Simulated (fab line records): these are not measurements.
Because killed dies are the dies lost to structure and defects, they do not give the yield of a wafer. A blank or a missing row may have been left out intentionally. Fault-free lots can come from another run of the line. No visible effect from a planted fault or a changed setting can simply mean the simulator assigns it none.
fab line records	flow nand-harc
[record] lots = 24	wafers = 72	last-day = 29
route steps=1159 shown A_M1@1057 THIN_TSV@1102
lots with no fault: from the same line, run without faults
start-h: start of the lot's first displayed wafer, in hours after the record's first day	wait-h: how many hours have passed since the lot's step before this one	" same as the row above	L1.1+2: several wafers, shown together as one row	- value missing, or start not given	* or withheld: withheld	< > ~ a bound
route shown NAME@n: a module of which the file shows steps, and the number in the route of the first	usual: average and standard deviation across the fault-free wafers	same: alike in all rows	chamber/n: place in a boat	sites: readings site by site	_std_site: standard deviation of those values	_edge_site: outer sites' mean less inner sites'	radius-mm: how far each site lies from the wafer's centre	mask NAME#n: copy n	behind: the last tool/chamber to shape the wafer	hold: cause of the lot's hold/its duration in hours/its outcome	device: transistor that didn't switch, given as n, p or np	end of line: at the end of the route, the tests of the same wafers	a step without rows: its recipe alone	killed: count of dies lost to structure and defects at first sort (not the wafer's yield)	map: dies across one wafer; x = killed, . = not, _ = none there
set.NAME: the run value of the setting; set.NAME@STEP: its run value at that earlier step	model.NAME: the simulator's own value behind a step, which no gauge read
a sample of lots followed through the steps of the route, with each step as a table and each wafer as a row
services: the hour from which a tool's chamber was out of use, counted from the record's first day as start-h (under 0 if before that day), plus the number of hours and why
[[steps]]
[step NHARC_A_M1_PRE_CLEAN_32]
[recipe] time-s = 12	temp-c = 370	rf-power-w = 300	gas = NH3
[usual] heater-power-w = 650/82	rf-fwd-power-W = 292.5/0.92
lot.wafer	tool	chamber	start-h	wait-h	heater-power-w	rf-fwd-power-W
L077.1	pecvd-01	1	531.81	0.2	582	292.9
L077.4	"	0	"	"	619	292.5
L077.6	"	2	"	"	730	292.7
L078.1	pecvd-03	1	539.70	0.1	702	292.3
L078.3	"	2	"	"	568	292.5
L078.6	"	0	"	"	668	293.9
L074.1	pecvd-03	0	542.90	0.1	793	292.1
L074.5	"	2	"	"	668	293.6
L074.6	"	0	"	"	797	293.0
L076.1	pecvd-01	0	543.25	0.1	609	293.4
L076.2	"	1	"	"	556	292.2
L076.6	"	0	"	"	604	292.4
L075.2	pecvd-03	1	544.18	0.1	637	292.3
L075.1	"	2	"	"	669	293.0
L075.5	"	2	"	"	654	293.8
L082.2	pecvd-03	0	545.21	0.1	680	291.7
L082.1	"	1	"	"	663	291.7
L082.5	"	2	"	"	701	293.4
L080.5	pecvd-02	0	552.06	0.1	633	292.4
L080.4	"	1	"	"	599	291.8
L080.6	"	2	"	"	611	292.4
L079.6	pecvd-03	0	555.79	0.1	682	292.3
L079.4	"	1	"	"	730	291.1
L079.5	"	2	"	"	557	293.7
L081.2	pecvd-02	1	556.30	0.1	580	292.3
L081.3	"	2	"	"	715	291.7
L081.6	"	1	"	"	606	291.6
L084.2	pecvd-02	1	556.66	0.1	572	294.6
L084.4	"	1	"	"	582	293.4
L084.5	"	0	"	"	573	290.1
L083.3	pecvd-01	1	557.79	0.1	560	293.7
L083.2	"	2	"	"	849	292.5
L083.5	"	2	"	"	861	292.0
L087.2	pecvd-02	2	562.62	0.2	723	293.3
L087.1	"	1	"	"	605	292.1
L087.6	"	1	"	"	591	292.2
L088.2	pecvd-01	1	586.08	0.1	521	292.0
L088.1	"	2	"	"	808	293.6
L088.4	"	1	"	"	535	293.3
L085.2	pecvd-03	1	586.34	0.1	683	293.4
L085.1	"	2	"	"	615	292.8
L085.6	"	1	"	"	688	294.3
L089.2	pecvd-03	0	587.42	0.1	671	291.3
L089.4	"	2	"	"	655	292.4
L089.5	"	0	"	"	653	292.1
L093.1	pecvd-02	1	588.69	0.1	567	293.3
L093.2	"	2	"	"	682	292.8
L093.6	"	1	"	"	573	292.8
L092.2	pecvd-01	1	589.76	0.3	532	291.9
L092.1	"	2	"	"	838	292.1
L092.6	"	2	"	"	822	292.7
L091.4	pecvd-02	0	589.92	0.3	615	293.1
L091.5	"	1	"	"	577	293.2
L091.6	"	2	"	"	748	294.3
L095.2	pecvd-01	1	593.16	0.1	490	293.2
L095.4	"	2	"	"	803	292.5
L095.5	"	0	"	"	547	294.4
L094.1	pecvd-02	0	594.75	0.1	598	294.2
L094.3	"	2	"	"	722	293.3
L094.6	"	2	"	"	732	293.9
L090.2	pecvd-03	1	599.77	0.1	730	292.2
L090.1	"	0	"	"	659	293.0
L090.6	"	1	"	"	732	293.9
L086.3	pecvd-02	0	608.65	0.2	525	292.5
L086.1	"	1	"	"	581	293.4
L086.5	"	0	"	"	532	291.7
L097.2	pecvd-02	2	619.24	0.1	690	291.9
L097.1	"	0	"	"	639	292.5
L097.6	"	2	"	"	681	291.5
L096.1	pecvd-02	2	620.55	0.1	756	291.4
L096.4	"	1	"	"	568	291.1
L096.5	"	2	"	"	740	290.0
[step NHARC_A_M1_DEP_33]
[recipe] target-thk-a = 300	temp-c = 370	target-thk-nm = 30	pressure-torr = 3	flow-sccm = 200	rf-w = 450	material = SiCN
[usual] heater-power-w = 597/82	rf-fwd-power-W = 448.9/1.4	showerhead-vpp-V = 1272/67
lot.wafer	tool	chamber	start-h	wait-h	heater-power-w	rf-fwd-power-W	showerhead-vpp-V
L077.1	pecvd-01	1	531.92	0.1	535	449.3	1406
L077.4	"	0	"	"	545	448.9	1286
L077.6	"	2	"	"	702	449.6	1169
L078.1	pecvd-03	1	539.78	0.1	668	448.5	1271
L078.3	"	2	"	"	643	450.4	1331
L078.6	"	0	"	"	634	447.1	1241
L074.1	pecvd-03	0	543.04	0.1	696	449.7	1248
L074.5	"	2	"	"	620	449.2	1313
L074.6	"	0	"	"	684	451.1	1266
L076.1	pecvd-01	0	543.36	0.1	538	449.6	1267
L076.2	"	1	"	"	487	452.7	1424
L076.6	"	0	"	"	543	448.7	1285
L075.2	pecvd-03	1	544.29	0.1	635	448.2	1283
L075.1	"	2	"	"	563	448.3	1318
L075.5	"	2	"	"	566	450.5	1327
L082.2	pecvd-03	0	545.29	0.1	722	448.8	1252
L082.1	"	1	"	"	625	448.6	1287
L082.5	"	2	"	"	571	450.1	1296
L080.5	pecvd-02	0	552.23	0.2	610	447.8	1155
L080.4	"	1	"	"	554	449.0	1329
L080.6	"	2	"	"	615	448.4	1263
L079.6	pecvd-03	0	555.96	0.2	728	448.0	1281
L079.4	"	1	"	"	632	447.1	1264
L079.5	"	2	"	"	636	447.4	1308
L081.2	pecvd-02	1	556.39	0.1	517	446.6	1311
L081.3	"	2	"	"	651	452.2	1286
L081.6	"	1	"	"	509	448.6	1319
L084.2	pecvd-02	1	556.74	0.1	552	449.7	1303
L084.4	"	1	"	"	547	451.2	1323
L084.5	"	0	"	"	476	450.6	1171
L083.3	pecvd-01	1	557.90	0.1	514	449.5	1379
L083.2	"	2	"	"	789	446.5	1176
L083.5	"	2	"	"	801	447.3	1171
L087.2	pecvd-02	2	562.70	0.1	647	449.6	1263
L087.1	"	1	"	"	527	447.7	1317
L087.6	"	1	"	"	511	449.4	1310
L088.2	pecvd-01	1	586.16	0.1	537	448.1	1424
L088.1	"	2	"	"	685	447.6	1200
L088.4	"	1	"	"	541	449.5	1404
L085.2	pecvd-03	1	586.42	0.1	620	450.3	1285
L085.1	"	2	"	"	523	448.5	1299
L085.6	"	1	"	"	647	447.8	1279
L089.2	pecvd-03	0	587.52	0.1	680	448.0	1249
L089.4	"	2	"	"	633	451.9	1321
L089.5	"	0	"	"	702	448.4	1281
L093.1	pecvd-02	1	588.77	0.1	502	449.5	1316
L093.2	"	2	"	"	646	449.7	1275
L093.6	"	1	"	"	502	448.7	1298
L092.2	pecvd-01	1	589.83	0.1	435	446.2	1396
L092.1	"	2	"	"	755	446.5	1167
L092.6	"	2	"	"	728	446.7	1161
L091.4	pecvd-02	0	590.09	0.2	574	447.4	1165
L091.5	"	1	"	"	482	447.7	1311
L091.6	"	2	"	"	665	449.9	1277
L095.2	pecvd-01	1	593.24	0.1	485	447.4	1385
L095.4	"	2	"	"	750	449.3	1189
L095.5	"	0	"	"	588	449.7	1286
L094.1	pecvd-02	0	594.83	0.1	513	450.4	1155
L094.3	"	2	"	"	609	448.5	1283
L094.6	"	2	"	"	631	448.1	1278
L090.2	pecvd-03	1	599.85	0.1	613	447.4	1286
L090.1	"	0	"	"	713	447.4	1274
L090.6	"	1	"	"	651	446.0	1291
L086.3	pecvd-02	0	608.76	0.1	586	449.3	1170
L086.1	"	1	"	"	431	449.8	1305
L086.5	"	0	"	"	568	451.4	1162
L097.2	pecvd-02	2	619.32	0.1	692	450.9	1267
L097.1	"	0	"	"	508	449.1	1177
L097.6	"	2	"	"	675	449.6	1258
L096.1	pecvd-02	2	620.69	0.1	674	449.2	1280
L096.4	"	1	"	"	480	449.6	1323
L096.5	"	2	"	"	695	449.0	1288
[step NHARC_THIN_TSV_CMP_01]
[recipe] target-thk-um = 3
[usual] motor-current-A = 12.1/1.5
lot.wafer	tool	chamber	start-h	wait-h	motor-current-A
L077.1	cmp-02	2	548.55	1.0	12.5
L077.4	"	1	"	"	10.7
L077.6	"	2	"	"	13.1
L074.1	cmp-03	2	555.60	1.0	11.2
L074.6	"	2	"	"	10.8
L074.5	"	3	"	"	14.7
L078.3	cmp-01	3	556.81	0.6	13.3
L078.1	"	1	"	"	13.6
L078.6	"	0	"	"	13.1
L076.1	cmp-02	2	559.62	1.1	12.7
L076.2	"	3	"	"	10.9
L076.6	"	2	"	"	12.6
L075.2	cmp-01	3	560.82	0.8	14.3
L075.1	"	0	"	"	12.3
L075.5	"	2	"	"	11.4
L082.1	cmp-03	0	563.18	1.0	9.9
L082.2	"	3	"	"	15.2
L082.5	"	0	"	"	9.5
L080.4	cmp-03	3	568.32	0.5	15.0
L080.5	"	2	"	"	11.4
L080.6	"	3	"	"	14.5
L079.4	cmp-01	0	569.57	0.5	12.2
L079.5	"	1	"	"	12.6
L079.6	"	2	"	"	11.3
L084.4	cmp-03	2	574.47	0.5	11.4
L084.2	"	0	"	"	10.0
L084.5	"	1	"	"	10.4
L081.2	cmp-01	2	575.64	0.8	10.1
L081.3	"	3	"	"	12.4
L081.6	"	3	"	"	12.5
L083.3	cmp-03	0	576.86	0.6	9.5
L083.2	"	1	"	"	10.4
L083.5	"	3	"	"	15.1
L087.1	cmp-02	0	578.64	1.1	13.7
L087.2	"	1	"	"	10.9
L087.6	"	2	"	"	13.1
L088.1	cmp-02	2	602.03	1.0	12.9
L088.4	"	3	"	"	10.9
L088.2	"	1	"	"	10.9
L089.2	cmp-02	3	603.27	0.9	10.9
L089.4	"	0	"	"	14.3
L089.5	"	2	"	"	12.6
L085.2	cmp-02	1	604.42	0.8	10.8
L085.1	"	2	"	"	12.5
L085.6	"	1	"	"	10.9
L093.1	cmp-03	2	605.61	1.0	11.2
L093.2	"	1	"	"	11.0
L093.6	"	2	"	"	11.5
L092.2	cmp-02	2	606.83	0.8	13.0
L092.1	"	3	"	"	10.8
L092.6	"	2	"	"	13.4
L091.4	cmp-02	0	608.01	0.4	14.2
L091.5	"	0	"	"	14.1
L091.6	"	1	"	"	10.7
L095.4	cmp-02	0	609.30	0.5	13.6
L095.2	"	2	"	"	12.5
L095.5	"	3	"	"	11.1
L094.3	cmp-01	3	610.64	0.7	13.7
L094.1	"	0	"	"	12.4
L094.6	"	2	"	"	10.8
L090.1	cmp-02	3	615.64	1.0	10.5
L090.2	"	2	"	"	12.3
L090.6	"	0	"	"	14.0
L086.3	cmp-01	0	624.82	0.6	12.4
L086.1	"	2	"	"	11.9
L086.5	"	3	"	"	13.3
L097.2	cmp-02	2	635.16	0.8	13.4
L097.1	"	1	"	"	11.3
L097.6	"	2	"	"	12.7
L096.4	cmp-02	2	638.76	0.4	13.4
L096.1	"	0	"	"	14.7
L096.5	"	3	"	"	11.3
[step NHARC_THIN_TSV_ETCH_44]
[recipe] target-depth-a = 15942	time-s = 797.1	cf4-flow-sccm = 150	o2-flow-sccm = 10	ar-flow-sccm = 0	rf-w = 300	bias-w = 800	chemistry = CF4/O2
[usual] drypump-motor-current-A = 5.7/0.55	oes-product-au = 1.003/0.0081	rf-fwd-power-W = 299.7/0.85	rf-vpp-V = 795/4.7	showerhead-plenum-p-Torr = 1.84/0.075	throttle-valve-pct = 16.915/0.0085
lot.wafer	tool	chamber	start-h	wait-h	drypump-motor-current-A	oes-product-au	rf-fwd-power-W	rf-hours-counter-h	rf-vpp-V	showerhead-plenum-p-Torr	throttle-valve-pct
L077.4	rie-diel-03	1	550.12	0.2	6.2	1.000	299.4	10	790	1.76	16.919
L077.1	"	2	"	"	6.8	0.992	300.4	10	799	1.93	16.919
L077.6	"	3	"	"	5.0	1.018	299.9	-	789	1.74	16.925
L074.1	rie-diel-03	0	557.23	0.1	4.7	0.987	299.8	10	800	1.93	16.908
L074.5	"	3	"	"	5.0	1.008	297.9	-	789	1.74	16.925
L074.6	"	0	"	"	4.7	0.989	299.4	-	800	1.94	16.924
L078.1	rie-diel-08	3	558.37	0.1	5.9	1.013	299.9	5	792	1.80	16.909
L078.3	"	1	"	"	5.4	0.996	300.2	5	799	1.93	16.897
L078.6	"	0	"	"	5.5	1.005	299.6	-	796	1.86	16.909
L076.1	rie-diel-03	0	561.23	0.1	4.7	0.999	300.5	11	800	1.93	16.921
L076.2	"	1	"	"	6.1	1.019	299.0	11	790	1.76	16.925
L076.6	"	0	"	"	4.7	1.009	300.4	-	800	1.93	16.907
L075.2	rie-diel-08	2	562.49	0.2	5.9	0.994	300.1	6	790	1.77	16.915
L075.1	"	3	"	"	5.8	1.006	299.5	6	792	1.79	16.915
L075.5	"	1	"	"	5.3	1.001	298.0	-	801	1.93	16.923
L082.1	rie-diel-08	0	564.68	0.1	5.5	0.999	299.2	7	796	1.86	16.908
L082.2	"	1	"	"	5.3	0.994	298.9	7	799	1.93	16.914
L082.5	"	3	"	"	5.8	1.007	301.5	-	792	1.79	16.922
L080.4	rie-diel-12	3	570.05	0.2	5.9	1.003	298.5	0	801	1.95	16.910
L080.6	"	0	"	"	5.4	0.998	298.7	-	791	1.78	16.925
L080.5	"	1	"	"	6.4	0.996	300.1	-	795	1.87	16.905
L079.4	rie-diel-08	3	570.94	0.1	5.9	1.009	300.2	7	792	1.79	16.927
L079.5	"	3	"	"	5.9	1.017	299.8	-	791	1.79	16.925
L079.6	"	0	"	"	5.5	0.994	298.9	-	796	1.86	16.903
L084.4	rie-diel-12	2	576.12	0.2	5.3	1.002	299.8	1	791	1.76	16.908
L084.2	"	3	"	"	5.9	1.000	298.7	1	801	1.95	16.915
L084.5	"	0	"	"	5.4	1.014	298.2	-	790	1.78	16.921
L081.2	rie-diel-12	0	577.25	0.1	5.4	1.002	301.1	2	791	1.78	16.929
L081.3	"	2	"	"	5.3	1.002	298.9	1	789	1.76	16.929
L081.6	"	0	"	"	5.4	1.007	299.2	-	792	1.78	16.907
L083.2	rie-diel-12	3	578.45	0.1	5.9	0.989	300.4	2	802	1.95	16.911
L083.3	"	0	"	"	5.4	1.011	299.6	2	791	1.78	16.924
L083.5	"	3	"	"	5.9	0.998	299.8	-	801	1.95	16.900
L087.1	rie-diel-12	1	580.15	0.1	6.4	1.004	299.4	2	797	1.87	16.905
L087.2	"	2	"	"	5.3	0.994	299.1	2	792	1.76	16.927
L087.6	"	2	"	"	5.3	1.015	298.8	-	791	1.76	16.914
L088.4	rie-diel-08	3	603.67	0.1	5.8	1.005	299.1	10	793	1.79	16.926
L088.2	"	0	"	"	5.5	0.998	301.3	10	797	1.86	16.911
L088.1	"	1	"	"	5.3	0.988	299.6	9	801	1.93	16.912
L089.4	rie-diel-03	2	604.83	0.1	6.8	0.991	300.0	0	799	1.93	16.920
L089.2	"	3	"	"	5.1	1.002	298.8	1	788	1.74	16.919
L089.5	"	2	"	"	6.8	0.988	300.1	-	801	1.93	16.915
L085.1	rie-diel-12	1	606.05	0.1	6.3	1.007	299.3	5	797	1.87	16.901
L085.2	"	2	"	"	5.3	0.996	298.7	5	789	1.76	16.920
L085.6	"	0	"	"	5.4	0.992	300.0	-	789	1.78	16.919
L093.2	rie-diel-08	3	607.35	0.2	5.9	1.019	298.2	11	791	1.79	16.908
L093.1	"	0	"	"	5.5	1.008	300.4	11	796	1.86	16.931
L093.6	"	1	"	"	5.3	1.005	300.3	-	800	1.93	16.921
L092.1	rie-diel-12	1	608.43	0.1	6.4	0.996	299.1	6	797	1.87	16.908
L092.2	"	3	"	"	5.9	0.999	299.2	5	802	1.95	16.913
L092.6	"	1	"	"	6.3	0.997	299.6	-	796	1.87	16.913
L091.4	rie-diel-12	3	609.61	0.1	5.8	1.004	299.9	5	802	1.95	16.909
L091.6	"	3	"	"	5.9	1.004	299.9	-	801	1.95	16.922
L091.5	"	0	"	"	5.4	1.008	299.5	-	791	1.78	16.904
L095.2	rie-diel-12	0	610.92	0.1	5.4	1.001	299.3	7	792	1.78	16.913
L095.4	"	2	"	"	5.3	1.001	300.8	6	790	1.76	16.923
L095.5	"	0	"	"	5.4	1.003	299.4	-	790	1.78	16.917
L094.1	rie-diel-03	1	612.62	0.4	6.1	0.998	299.8	3	791	1.76	16.915
L094.3	"	2	"	"	6.8	1.001	300.3	2	800	1.93	16.919
L094.6	"	2	"	"	6.8	1.002	299.2	-	800	1.93	16.911
L090.1	rie-diel-08	2	617.20	0.2	5.9	0.988	299.1	11	791	1.77	16.909
L090.2	"	3	"	"	5.9	1.017	299.2	12	792	1.79	16.893
L090.6	"	0	"	"	5.5	1.001	298.5	-	795	1.86	16.918
L086.1	rie-diel-03	0	626.47	0.2	4.7	1.009	299.5	4	800	1.93	16.922
L086.3	"	1	"	"	6.2	1.009	299.1	5	790	1.76	16.914
L086.5	"	3	"	"	5.1	0.996	298.7	-	790	1.74	16.926
L097.2	rie-diel-03	3	636.81	0.1	5.0	1.009	301.6	4	788	1.74	16.907
L097.1	"	0	"	"	4.7	0.995	299.4	5	800	1.93	16.906
L097.6	"	2	"	"	6.8	0.991	299.2	-	802	1.92	16.904
L096.1	rie-diel-12	1	640.47	0.2	6.4	1.002	300.3	10	796	1.87	16.917
L096.4	"	2	"	"	5.3	1.011	298.9	9	789	1.76	16.910
L096.5	"	3	"	"	5.9	1.027	299.6	-	801	1.95	16.906
[step NHARC_THIN_TSV_ETCH_15]
[recipe] target-depth-a = 30000	bosch-target-overetch-cycles = 2	bosch-etch-step-s = 2.8	bosch-dep-step-s = 1.2	bosch-cycles = 14
[usual] drypump-motor-current-A = 5.9/0.39
lot.wafer	tool	chamber	start-h	wait-h	drypump-motor-current-A	rf-hours-counter-h
L077.4	rie-si-04	2	550.59	-	5.8	0.8
L077.1	"	0	"	"	5.4	0.6
L077.6	"	2	"	"	5.7	-
L074.1	rie-si-04	1	557.78	-	6.5	0.7
L074.6	"	2	"	"	5.8	-
L074.5	"	3	"	"	5.4	-
L078.1	rie-si-01	3	558.95	-	5.5	0.5
L078.3	"	0	"	"	6.1	0.6
L078.6	"	3	"	"	5.6	-
L076.1	rie-si-02	2	561.81	-	5.9	1.3
L076.2	"	0	"	"	5.9	1.3
L076.6	"	2	"	"	5.8	-
L075.2	rie-si-04	0	562.95	-	5.4	0.7
L075.1	"	2	"	"	5.8	0.9
L075.5	"	0	"	"	5.3	-
L082.2	rie-si-04	3	565.20	-	5.4	0.9
L082.1	"	2	"	"	5.8	0.9
L082.5	"	0	"	"	5.4	-
L080.4	rie-si-04	0	570.47	-	5.4	0.9
L080.6	"	3	"	"	5.4	-
L080.5	"	0	"	"	5.4	-
L079.4	rie-si-04	1	571.51	-	6.5	0.9
L079.6	"	1	"	"	6.4	-
L079.5	"	2	"	"	5.7	-
L084.2	rie-si-02	0	576.57	-	5.9	0.0
L084.4	"	3	"	"	6.1	0.0
L084.5	"	1	"	"	6.4	-
L081.2	rie-si-04	0	577.76	-	5.4	1.0
L081.3	"	2	"	"	5.8	1.0
L081.6	"	1	"	"	6.5	-
L083.2	rie-si-01	3	578.97	-	5.6	0.7
L083.3	"	0	"	"	6.1	0.9
L083.5	"	3	"	"	5.6	-
L087.2	rie-si-02	1	580.75	-	6.3	0.1
L087.1	"	2	"	"	5.8	0.0
L087.6	"	0	"	"	5.9	-
L088.2	rie-si-01	0	604.24	-	6.1	1.0
L088.1	"	1	"	"	5.6	1.0
L088.4	"	0	"	"	6.2	-
L089.2	rie-si-04	1	605.36	-	6.5	1.1
L089.4	"	2	"	"	5.8	1.2
L089.5	"	0	"	"	5.4	-
L085.1	rie-si-04	0	606.56	-	5.4	1.2
L085.2	"	3	"	"	5.4	1.2
L085.6	"	0	"	"	5.4	-
L093.1	rie-si-02	0	607.83	-	5.9	0.2
L093.2	"	2	"	"	5.8	0.2
L093.6	"	3	"	"	6.1	-
L092.2	rie-si-01	3	608.97	-	5.6	0.9
L092.1	"	0	"	"	6.1	1.1
L092.6	"	3	"	"	5.6	-
L091.4	rie-si-04	3	610.22	-	5.4	1.3
L091.6	"	0	"	"	5.4	-
L091.5	"	1	"	"	6.4	-
L095.2	rie-si-02	1	611.45	-	6.3	0.2
L095.4	"	2	"	"	5.9	0.2
L095.5	"	0	"	"	5.9	-
L094.3	rie-si-01	1	613.21	-	5.6	1.1
L094.1	"	3	"	"	5.5	0.9
L094.6	"	1	"	"	5.6	-
L090.1	rie-si-04	0	617.68	-	5.4	1.3
L090.2	"	1	"	"	6.5	1.2
L090.6	"	0	"	"	5.4	-
L086.3	rie-si-01	1	626.94	-	5.6	1.1
L086.1	"	3	"	"	5.6	1.0
L086.5	"	1	"	"	5.6	-
L097.2	rie-si-02	2	637.35	-	5.8	0.3
L097.1	"	3	"	"	6.1	0.4
L097.6	"	0	"	"	5.9	-
L096.4	rie-si-02	2	640.92	-	5.8	0.4
L096.1	"	1	"	"	6.4	0.4
L096.5	"	2	"	"	5.8	-
[step NHARC_THIN_TSV_STRIP_45]
[recipe] power-w = 1500	temp-c = 250	chemistry = O2
[usual] drypump-motor-current-A = 5.8/0.3	heater-power-w = 325/27
lot.wafer	tool	chamber	start-h	wait-h	drypump-motor-current-A	heater-power-w	rf-hours-counter-h
L077.1	plasma-asher-02	1	550.85	0.1	6.2	306	2
L077.4	"	1	"	"	6.2	306	-
L077.6	"	1	"	"	6.2	307	-
L074.1	plasma-asher-01	0	557.96	0.1	5.3	313	29
L074.5	"	0	"	"	5.3	322	-
L074.6	"	1	"	"	5.6	289	-
L078.1	plasma-asher-02	1	559.76	0.7	6.2	314	5
L078.3	"	1	"	"	6.2	310	-
L078.6	"	1	"	"	6.2	315	-
L076.1	plasma-asher-01	0	562.03	0.1	5.3	326	30
L076.2	"	1	"	"	5.6	289	30
L076.6	"	0	"	"	5.3	326	-
L075.2	plasma-asher-02	1	563.18	0.1	6.1	311	5
L075.1	"	0	"	"	5.8	364	5
L075.5	"	1	"	"	6.2	315	-
L082.2	plasma-asher-01	1	565.41	0.1	5.6	285	31
L082.1	"	0	"	"	5.3	327	31
L082.5	"	0	"	"	5.3	319	-
L080.4	plasma-asher-01	0	570.82	0.2	5.3	316	-
L080.6	"	1	"	"	5.6	287	-
L080.5	"	0	"	"	5.3	321	-
L079.4	plasma-asher-02	0	571.84	0.2	5.8	366	-
L079.5	"	0	"	"	5.8	361	-
L079.6	"	1	"	"	6.2	304	-
L084.2	plasma-asher-02	0	576.79	0.1	5.8	359	11
L084.4	"	0	"	"	5.8	357	-
L084.5	"	0	"	"	5.8	359	-
L081.2	plasma-asher-02	0	577.98	0.1	5.8	354	11
L081.3	"	0	"	"	5.8	365	-
L081.6	"	0	"	"	5.8	362	-
L083.2	plasma-asher-02	1	579.23	0.1	6.2	303	11
L083.3	"	1	"	"	6.2	318	-
L083.5	"	1	"	"	6.2	310	-
L087.2	plasma-asher-02	1	580.94	0.1	6.2	312	12
L087.1	"	0	"	"	5.8	355	12
L087.6	"	1	"	"	6.2	309	-
L088.2	plasma-asher-01	1	604.48	0.1	5.6	291	45
L088.1	"	0	"	"	5.3	320	45
L088.4	"	0	"	"	5.3	312	-
L089.2	plasma-asher-02	1	605.56	0.1	6.2	305	20
L089.4	"	0	"	"	5.8	360	-
L089.5	"	0	"	"	5.8	356	-
L085.1	plasma-asher-01	0	606.92	0.2	5.3	324	46
L085.2	"	1	"	"	5.6	282	46
L085.6	"	1	"	"	5.6	282	-
L093.1	plasma-asher-02	1	608.04	0.1	6.2	319	21
L093.2	"	0	"	"	5.8	363	21
L093.6	"	0	"	"	5.8	360	-
L092.1	plasma-asher-02	0	609.18	0.1	5.8	362	22
L092.2	"	1	"	"	6.2	311	22
L092.6	"	1	"	"	6.1	303	-
L091.4	plasma-asher-02	1	610.54	0.2	6.2	313	-
L091.6	"	0	"	"	5.8	359	-
L091.5	"	1	"	"	6.1	308	-
L095.2	plasma-asher-01	0	611.71	0.1	5.3	316	48
L095.4	"	1	"	"	5.6	289	-
L095.5	"	1	"	"	5.6	292	-
L094.1	plasma-asher-02	0	613.41	0.1	5.8	359	23
L094.3	"	0	"	"	5.8	356	-
L094.6	"	1	"	"	6.1	313	-
L090.2	plasma-asher-01	1	617.89	0.1	5.6	293	50
L090.1	"	0	"	"	5.3	319	50
L090.6	"	0	"	"	5.3	320	-
L086.1	plasma-asher-02	0	627.19	0.1	5.8	366	27
L086.3	"	1	"	"	6.1	309	-
L086.5	"	1	"	"	6.2	309	-
L097.1	plasma-asher-02	1	637.54	0.1	6.1	315	31
L097.2	"	0	"	"	5.8	356	31
L097.6	"	1	"	"	6.2	316	-
L096.1	plasma-asher-02	1	641.19	0.1	6.2	310	32
L096.4	"	0	"	"	5.8	355	-
L096.5	"	1	"	"	6.2	314	-
[[services]]
tool	chamber	start-h	hours	kind
rie-si-01	3	513.94	6.7	repair
pecvd-02	-	515.14	13.0	pm
cmp-02	-	520.52	4.0	pm
rie-si-02	0	527.99	1.3	repair
rie-diel-12	0	534.48	11.5	repair
plasma-asher-02	-	537.42	9.0	pm
rie-diel-12	-	556.44	9.0	pm
rie-si-02	-	565.00	9.0	pm
rie-diel-03	-	569.30	9.0	pm
cmp-02	-	576.39	1.8	repair
rie-diel-12	-	577.78	0.4	repair
rie-diel-08	2	584.09	5.0	repair
rie-diel-12	3	589.41	4.0	repair
rie-diel-03	2	589.53	3.5	repair
rie-diel-03	1	590.05	3.5	repair
rie-si-04	-	591.50	0.5	repair
pecvd-02	-	596.96	1.1	repair
pecvd-01	-	599.40	13.0	pm
rie-si-02	1	599.72	5.4	repair
rie-si-02	2	613.56	2.4	repair
cmp-02	-	618.52	4.0	pm
rie-si-04	3	629.96	12.7	repair
rie-si-04	-	630.10	9.0	pm
plasma-asher-01	-	630.22	9.0	pm
[[key]]
fault none
